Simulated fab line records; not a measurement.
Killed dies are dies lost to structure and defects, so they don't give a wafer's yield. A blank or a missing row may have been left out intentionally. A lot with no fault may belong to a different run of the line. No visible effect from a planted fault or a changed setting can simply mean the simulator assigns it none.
Split-lot study | flow n5_finfet | 21 wafers read from 7 lots, route of 1938 steps

== SPLIT DETAILS ==
At N5_BEOL_M4_ETCH_64 (etches SOC in N2/H2, target depth 75 nm, overetch 22.5 nm, time 121.9 s), the setting bias_w was moved away from the recipe's 150 W on 7 of the 21 wafers read, by -16.2% to +17.6%. For the rest of the wafers, this setting stayed at what the recipe calls for.

Reading taken at the split's own step.

== THE READING ==
rf_vpp_V, in V, at N5_BEOL_M4_ETCH_64 (etches SOC in N2/H2, target depth 75 nm, overetch 22.5 nm, time 121.9 s). Typical for fault-free wafers on this fab line: 524.8 V, with standard deviation 2.2 V.

wafer  | tool, chamber at the split | bias_w as run, W | against the recipe | rf_vpp_V, V | against lot-mates on the recipe
L074.1 | rie_diel-05, 2             | 162.7            | +8.5%              | 554.9       | +26.0
L074.5 | rie_diel-05, 2             | 150              | recipe             | 528.2       | -
L074.6 | rie_diel-05, 3             | 150              | recipe             | 529.6       | -
L075.2 | rie_diel-06, 3             | 150              | recipe             | 524.0       | -
L075.5 | rie_diel-06, 3             | 136.2            | -9.2%              | 492.9       | -32.4
L075.6 | rie_diel-06, 2             | 150              | recipe             | 526.6       | -
L076.3 | rie_diel-05, 0             | 176.4            | +17.6%             | 580.2       | +53.7
L076.4 | rie_diel-05, 1             | 150              | recipe             | 526.5       | -
L076.5 | rie_diel-05, 1             | 176.4            | +17.6%             | 585.0       | +58.5
L083.1 | rie_diel-05, 3             | 125.7            | -16.2%             | 472.5       | -52.9
L083.4 | rie_diel-05, 1             | 150              | recipe             | 525.7       | -
L083.5 | rie_diel-05, 2             | 150              | recipe             | 525.1       | -
L091.3 | rie_diel-06, 2             | 150              | recipe             | 526.0       | -
L091.4 | rie_diel-06, 1             | 126.4            | -15.7%             | 470.0       | -55.6
L091.5 | rie_diel-06, 2             | 150              | recipe             | 525.3       | -
L093.2 | rie_diel-05, 1             | 150              | recipe             | 526.2       | -
L093.3 | rie_diel-05, 0             | 150              | recipe             | 523.3       | -
L093.4 | rie_diel-05, 1             | 150              | recipe             | 526.8       | -
L094.1 | rie_diel-01, 1             | 150              | recipe             | 523.5       | -
L094.2 | rie_diel-01, 2             | 137.1            | -8.6%              | 495.8       | -26.5
L094.3 | rie_diel-01, 0             | 150              | recipe             | 521.1       | -

FIT RESULTS
A straight line over all 21 wafers: rf_vpp_V changes by +3.34 V for each +1% of bias_w; r = +1.00; the points scatter about the line by 2.2 V.
The same after taking each lot's own level away (the mean of its wafers on the recipe; 21 wafers): +3.27 V for each +1%; r = +1.00; scatter 1.7 V.
The reading moves by 58 V for the largest change in bias_w, on that fit.
The lots' own levels span 522.30 to 528.90 V, that is 3.0 times the standard deviation above.
Hence the lot-to-lot level has little effect on the slope; both slopes agree.
Check: with one of the wafers moved furthest among these (+17.6%) left out of the fit, the line predicts +58.5 V for it against its lot-mates. Against them it came out at +53.7 V.
Tool readings at the split's step, against how far the setting was moved: rf_vpp_V r = +1.00.

== OTHER SPLITS ON THESE WAFERS ==
These wafers also went through other splits before the reading. Each is held against what the fit with the lots' levels taken away leaves over:
other split on the same wafers | wafers away from the commonest value | r with rf_vpp_V (lot level and that fit taken away)
N5_BEOL_M2_COAT_68 spin_rpm    | 7                                    | +0.06

== THE WHOLE CHAIN: every reading that the file lists as answering this split, in the file's order ==
step               | what it does                                                            | reading                                                                          | change (the file's fit)                | r (the file's)
N5_BEOL_M4_ETCH_64 | etches SOC in N2/H2, target depth 75 nm, overetch 22.5 nm, time 121.9 s | rf_vpp_V                                                                         | +3.3 V for each +1% of the setting     | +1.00
N5_BEOL_M4_ETCH_64 | etches SOC in N2/H2, target depth 75 nm, overetch 22.5 nm, time 121.9 s | SiARC_of_BEOL_M4_COAT_62.thk_nm (the simulator's own value, which no gauge read) | -0.0756 nm for each +1% of the setting | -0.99

== FILE'S OWN FIT ==
rf_vpp_V changes by +3.3 V for each +1% of bias_w, r = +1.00.
